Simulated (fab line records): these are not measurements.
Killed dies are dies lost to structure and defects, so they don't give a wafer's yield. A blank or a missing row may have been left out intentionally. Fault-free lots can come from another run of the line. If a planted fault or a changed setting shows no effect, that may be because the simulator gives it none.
Lot-split experiment | flow n5_finfet | 21 wafers read from 7 lots, route of 1938 steps

== SPLIT DETAILS ==
At N5_FIN_SAQP_SPACER1_ALD_24 (deposits SiO2, target thk 20.3 nm, pulse time 1 s, purge time 2 s), the setting ald_cycles was moved away from the recipe's 218 on 8 of the 21 wafers read, by +5.5% to +10.1%. The other wafers ran this setting at the recipe's value.

== FROM THE SPLIT TO THE READING: what the file shows between them, 2 steps ==
- N5_FIN_SAQP_SPACER1_ETCHBACK_25: etches SiO2 in CHF3/O2, target depth 24.4 nm, time 12.2 s
- N5_FIN_SAQP_MANDREL1_REMOVE_56: chemistry HBr/Cl2/O2, target a-Si, stops on SiNx, bt time 10 s

== THE READING ==
cd_nm at N5_FIN_SAQP_CD_MEAS_27, given in nm (cd target 20 nm). On this fab line, fault-free wafers typically give 20.33 nm with a standard deviation of 0.23 nm.

wafer  | tool, chamber at the split | ald_cycles as run | against the recipe | cd_nm, nm | against lot-mates on the recipe
L074.3 | ald_sin-02, 3,1            | 218               | recipe             | 20.06     | -
L074.4 | ald_sin-02, 3,1            | 218               | recipe             | 20.43     | -
L074.6 | ald_sin-02, 2              | 218               | recipe             | 20.41     | -
L076.3 | ald_sin-01, 3,0            | 218               | recipe             | 20.61     | -
L076.4 | ald_sin-01, 3,0            | 218               | recipe             | 20.38     | -
L076.6 | ald_sin-01, 1              | 218               | recipe             | 19.63     | -
L081.2 | ald_sin-01, 0,3            | 230               | +5.5%              | 21.08     | no lot-mate on the recipe
L081.3 | ald_sin-01, 0,3            | 230               | +5.5%              | 21.48     | no lot-mate on the recipe
L081.4 | ald_sin-01, 2              | 230               | +5.5%              | 20.83     | no lot-mate on the recipe
L084.3 | ald_sin-02, 2              | 218               | recipe             | 20.34     | -
L084.4 | ald_sin-02, 3              | 218               | recipe             | 20.67     | -
L084.5 | ald_sin-02, 1              | 234               | +7.3%              | 22.18     | +1.67
L094.4 | ald_sin-03, 1              | 218               | recipe             | 20.34     | -
L094.5 | ald_sin-03, 1,2            | 231               | +6.0%              | 21.49     | +1.15
L094.6 | ald_sin-03, 1,2            | 231               | +6.0%              | 21.67     | +1.33
L095.1 | ald_sin-02, 3              | 218               | recipe             | 20.14     | -
L095.4 | ald_sin-02, 1              | 218               | recipe             | 20.20     | -
L095.5 | ald_sin-02, 3              | 218               | recipe             | 20.24     | -
L096.4 | ald_sin-01, 2              | 240               | +10.1%             | 22.10     | +1.90
L096.5 | ald_sin-01, 3              | 218               | recipe             | 20.20     | -
L096.6 | ald_sin-01, 2              | 240               | +10.1%             | 22.46     | +2.26
The file does not say which wafer passed through which chamber wherever a row lists several chambers: such a row stands for several wafers.

FIT RESULTS
A straight line over all 21 wafers: cd_nm changes by +0.201 nm for each +1% of ald_cycles; r = +0.94; the points scatter about the line by 0.28 nm.
The same after taking each lot's own level away (the mean of its wafers on the recipe; 18 wafers): +0.21 nm for each +1%; r = +0.97; scatter 0.22 nm.
The reading moves by 2.1 nm for the largest change in ald_cycles, on that fit.
The span of the lots' own levels, 20.193 to 20.505 nm, comes to 1.4 times the standard deviation stated above.
The two slopes are in agreement: the lot-to-lot level therefore moves the slope only a little.
Check: with one of the wafers moved furthest among these (+10.1%) left out of the fit, the line predicts +2.22 nm for it against its lot-mates. Against them it came out at +1.9 nm.

== THE OTHER SPLITS THESE WAFERS WENT THROUGH ==
These wafers also went through other splits before the reading. Each is held against what the fit with the lots' levels taken away leaves over:
other split on the same wafers          | wafers away from the commonest value | r with cd_nm (lot level and that fit taken away)
N5_ZERO_LAYER_EXPOSE_08 dose_mj         | 2                                    | -0.57
N5_ZERO_LAYER_DEVELOP_10 develop_time_s | 9                                    | +0.19
N5_WELL_APT_EXPOSE_22 dose_mj           | 8                                    | +0.18
N5_WELL_APT_PEB_23 peb_time_s           | 4                                    | +0.47

== THE WHOLE CHAIN: every reading that the file lists as answering this split, in the file's order ==
step                           | what it does                                                      | reading                                                                                 | change (the file's fit)               | r (the file's)
N5_FIN_SAQP_SPACER1_ALD_24     | deposits SiO2, target thk 20.3 nm, pulse time 1 s, purge time 2 s | SiO2_of_FIN_SAQP_SPACER1_ALD_24.thk_nm (the simulator's own value, which no gauge read) | +0.194 nm for each +1% of the setting | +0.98
N5_FIN_SAQP_MANDREL1_REMOVE_56 | chemistry HBr/Cl2/O2, target a-Si, stops on SiNx, bt time 10 s    | FIN_SAQP.cd_nm (the simulator's own value, which no gauge read)                         | +0.201 nm for each +1% of the setting | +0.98
N5_FIN_SAQP_CD_MEAS_27         | target cd 20 nm                                                   | cd_nm                                                                                   | +0.213 nm for each +1% of the setting | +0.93

== THE FILE'S OWN FIT ==
cd_nm changes by +0.213 nm for each +1% of ald_cycles, r = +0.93.
